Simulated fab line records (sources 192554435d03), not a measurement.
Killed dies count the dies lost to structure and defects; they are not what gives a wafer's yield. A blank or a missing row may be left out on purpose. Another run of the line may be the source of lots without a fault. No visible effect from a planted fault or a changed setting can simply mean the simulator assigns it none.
Chamber matching -- flow n5-finfet -- N5_BEOL_M15_CMP_49 on cmp-03 has 4 sister chambers
The step polishes, stops on SiO2, t overpolish 4.9 s, target thk 850 nm. 18 wafers are shown with their chamber, then 9 later ones without.

## WAFERS PAIRED WITH THEIR CHAMBERS
wafer,chamber,motor-current-A (A),barrier-field-endpoint-s (s),overpolish-run-s (s)
L078.1,1,10.6,10.88,4.901
L078.2,0,8.3,11.31,4.901
L078.5,0,8.4,11.44,4.904
L081.3,1,10.4,11.43,4.896
L081.4,3,7.8,11.44,4.890
L081.5,1,10.7,11.34,4.902
L082.1,2,7.3,11.46,4.896
L082.3,0,7.9,11.97,4.907
L082.4,1,10.9,11.29,4.889
L087.1,1,10.2,11.41,4.905
L087.3,0,7.8,12.17,4.909
L087.6,1,10.3,11.32,4.905
L088.1,1,10.7,11.51,4.894
L088.5,3,7.2,11.74,4.897
L088.6,2,7.6,11.78,4.902
L091.1,2,7.1,11.41,4.876
L091.2,1,10.6,11.15,4.886
L091.4,0,8.2,11.75,4.889

SIGNATURES, as means of the wafers listed above
reading,chamber 0,chamber 1,chamber 2,chamber 3,scatter within a chamber
motor-current-A,8.120,10.550,7.333,7.500,0.261
barrier-field-endpoint-s,11.7280,11.2912,11.5500,11.5900,0.255
overpolish-run-s,4.90200,4.89725,4.89133,4.89350,0.00848
Rule: a wafer's distance from a chamber is the root of the sum, over the readings, of the square of ((its reading less the chamber's mean) divided by the reading's scatter). If the next closest chamber is less than 2 further off than the closest, the wafer can't be placed; otherwise it belongs to the closest. The scatter: take each reading less its chamber's mean, square it, sum over the shown wafers, divide by the number of wafers less the number of chambers, and take the root.

## WAFERS WHOSE CHAMBER IS MISSING
wafer,motor-current-A (A),barrier-field-endpoint-s (s),overpolish-run-s (s)
L090.2,10.7,11.11,4.910
L090.5,7.4,11.09,4.890
L090.6,7.9,11.40,4.896
L094.2,11.1,11.35,4.903
L094.3,7.9,11.83,4.898
L094.5,8.0,11.84,4.909
L096.2,7.6,11.89,4.905
L096.3,7.4,11.67,4.899
L096.6,10.5,11.39,4.914

## THE CHAMBER EACH PASSED THROUGH
wafer,from the rows above,in truth
L090.2,1,1
L090.5,can't be placed: 2 or 3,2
L090.6,can't be placed: 0 or 3 or 2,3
L094.2,1,1
L094.3,can't be placed: 0 or 3 or 2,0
L094.5,can't be placed: 0 or 3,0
L096.2,can't be placed: 3 or 0 or 2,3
L096.3,can't be placed: 3 or 2 or 0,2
L096.6,1,1
Correctly placed: 3 of 9. Cannot be placed on the basis of these rows: 6; the candidates contain the true chamber in 6. Wrongly placed: 0.
